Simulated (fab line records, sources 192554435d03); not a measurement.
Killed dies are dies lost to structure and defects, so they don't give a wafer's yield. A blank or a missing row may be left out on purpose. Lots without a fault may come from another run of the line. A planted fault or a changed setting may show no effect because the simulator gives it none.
Chamber matching | flow n5_finfet | N5_SD_EPI_N_ETCH_16 on rie_diel-05: 4 sister chambers
The step etches SiO2 in CHF3/O2, target depth 5 nm. 24 wafers are shown with their chamber, then 12 later ones without.

WAFERS WITH THEIR CHAMBER
wafer  | chamber | drypump_motor_current_A (A) | showerhead_plenum_p_Torr (Torr) | rf_vpp_V (V)
L075.2 | 3       | 5.6                         | 2.48                            | 529
L075.5 | 1       | 4.9                         | 2.44                            | 514
L075.6 | 2       | 6.0                         | 2.38                            | 498
L077.1 | 1       | 4.9                         | 2.44                            | 514
L077.3 | 2       | 5.9                         | 2.37                            | 495
L077.6 | 3       | 5.6                         | 2.48                            | 527
L078.4 | 2       | 5.9                         | 2.37                            | 495
L078.5 | 1       | 4.9                         | 2.44                            | 516
L078.6 | 0       | 6.3                         | 2.35                            | 503
L079.1 | 0       | 6.3                         | 2.35                            | 504
L079.3 | 1       | 4.9                         | 2.44                            | 514
L079.4 | 3       | 5.6                         | 2.48                            | 528
L080.3 | 1       | 4.9                         | 2.44                            | 513
L080.4 | 3       | 5.6                         | 2.47                            | 530
L080.5 | 3       | 5.6                         | 2.47                            | 528
L081.2 | 0       | 6.3                         | 2.35                            | 504
L081.3 | 2       | 5.9                         | 2.37                            | 496
L081.5 | 3       | 5.6                         | 2.47                            | 528
L083.3 | 1       | 4.9                         | 2.44                            | 514
L083.4 | 2       | 5.9                         | 2.37                            | 496
L083.5 | 2       | 5.9                         | 2.37                            | 497
L084.1 | 0       | 6.3                         | 2.34                            | 503
L084.4 | 1       | 4.9                         | 2.44                            | 514
L084.6 | 3       | 5.6                         | 2.47                            | 529

SIGNATURES (means of the wafers above)
reading                  | chamber 0 | chamber 1 | chamber 2 | chamber 3 | scatter within a chamber
drypump_motor_current_A  | 6.300     | 4.900     | 5.917     | 5.600     | 0.0204
showerhead_plenum_p_Torr | 2.3475    | 2.4400    | 2.3717    | 2.4743    | 0.00406
rf_vpp_V                 | 503.50    | 514.14    | 496.17    | 528.43    | 0.959
Rule: a wafer's distance from a chamber is the root of the sum, over the readings, of the square of ((its reading less the chamber's mean) divided by the reading's scatter). The wafer belongs to the nearest chamber; if the next one is less than 2 further off, it can't be placed. The scatter: the root of (the sum of the squares of (reading less its chamber's mean) over the shown wafers, divided by (wafers less chambers)).

WAFERS WITHOUT THEIR CHAMBER
wafer  | drypump_motor_current_A (A) | showerhead_plenum_p_Torr (Torr) | rf_vpp_V (V)
L086.1 | 4.9                         | 2.43                            | 514
L086.2 | 6.3                         | 2.34                            | 504
L086.3 | 6.0                         | 2.37                            | 497
L091.2 | 5.6                         | 2.47                            | 529
L091.3 | 6.3                         | 2.34                            | 505
L091.4 | 4.9                         | 2.43                            | 516
L092.2 | 4.9                         | 2.43                            | 515
L092.4 | 5.6                         | 2.47                            | 529
L092.6 | 5.9                         | 2.36                            | 496
L093.1 | 4.9                         | 2.43                            | 514
L093.5 | 5.6                         | 2.46                            | 528
L093.6 | 6.3                         | 2.34                            | 503

WHICH CHAMBER EACH WENT THROUGH
wafer  | from the rows above | in truth
L086.1 | 1                   | 1
L086.2 | 0                   | 0
L086.3 | 2                   | 2
L091.2 | 3                   | 3
L091.3 | 0                   | 0
L091.4 | 1                   | 1
L092.2 | 1                   | 1
L092.4 | 3                   | 3
L092.6 | 2                   | 2
L093.1 | 1                   | 1
L093.5 | 3                   | 3
L093.6 | 0                   | 0
Placed correctly: 12 of 12. Can't be placed from these rows: 0. Placed wrongly: 0.
